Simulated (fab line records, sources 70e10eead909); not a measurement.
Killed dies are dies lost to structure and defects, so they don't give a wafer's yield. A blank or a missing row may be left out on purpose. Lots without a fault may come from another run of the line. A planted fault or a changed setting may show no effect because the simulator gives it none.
Problem report in the 8D (eight disciplines) form, filled by code | flow nand_harc | the parts of the form that need people (team, actions taken, sign-off) are left out

1. THE PROBLEM
rf_fwd_power_W at NHARC_A_STAIRCASE_DEP_471 reads a mean of 753.2 W on 9 wafers of 3 lots; wafers without a fault read 896.3 W with a standard deviation of 2.8. That is -51 standard deviations from the usual mean.
The step: deposits SiO2, target thk 100 nm.
First seen on wafer L162.1, day 22 22:59, on pecvd-02. The record holds 39 wafers of 13 lots with a number at this step. Rule for "out", or "out of limits": more than 4 standard deviations from the usual mean. The other wafers with a number count as sound.

2. WHAT IT IS AND WHAT IT IS NOT
question                    | is                     | is not
which readings at this step | rf_fwd_power_W         | throttle_valve_pct
which lots                  | L162, L164, L165       | L154, L157, L158, L160, L161, L173, L174, L175, L176, L177
which wafers of those lots  | all that have a number | -
read on which tools         | pecvd-02               | pecvd-03, pecvd-04
when                        | from day 22 22:59      | up to then (15 sound wafers); but 15 sound wafers of L173, L174, L175, L176, L177 came after

3. SUSPECTS, AND WHAT RULES EACH OUT
Counting: a tool at a process step up to the reading stays a suspect if it ran every lot that is out and no sound lot after the first of them.
- pecvd-02 at NHARC_A_STAIRCASE_DEP_471 (deposits SiO2, target thk 100 nm): ruled out as a lasting fault. Sound lots L173, L175, L176, L177 ran on it after its first lot that is out, L162 (day 22 22:59).
Left after counting: nothing in the record.

4. THE CAUSE (what the simulator had put in)
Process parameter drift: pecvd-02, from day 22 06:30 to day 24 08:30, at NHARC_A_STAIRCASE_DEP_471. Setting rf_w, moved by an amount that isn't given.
Counting ruled it out, wrongly.

5. THE CHAIN OF EFFECTS, in route order
Each row: a reading whose mean over the struck wafers that have a number lies more than 3 standard deviations from the usual. Only readings for which the record gives a usual standard deviation are gone through. hours: the time from each lot's start at the first step in this table that gives one to its start at this step, as a median over the lots. sigmas: the change in usual standard deviations.
hours | step                      | reading        | usual   | on struck wafers | change | sigmas
0     | NHARC_A_STAIRCASE_DEP_471 | rf_fwd_power_W | 896.3 W | 753.2            | -143.1 | -51
The process steps in it:
- NHARC_A_STAIRCASE_DEP_471: deposits SiO2, target thk 100 nm.
Later measuring or inspecting steps at which every struck wafer that the step has a row for has a number for every such reading, and none has moved that far: NHARC_END_SORT_01.

6. WHAT WOULD HAVE CAUGHT IT SOONER
In this record the first reading out of limits was taken at day 22 22:59, 16 hours after the fault began at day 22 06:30.
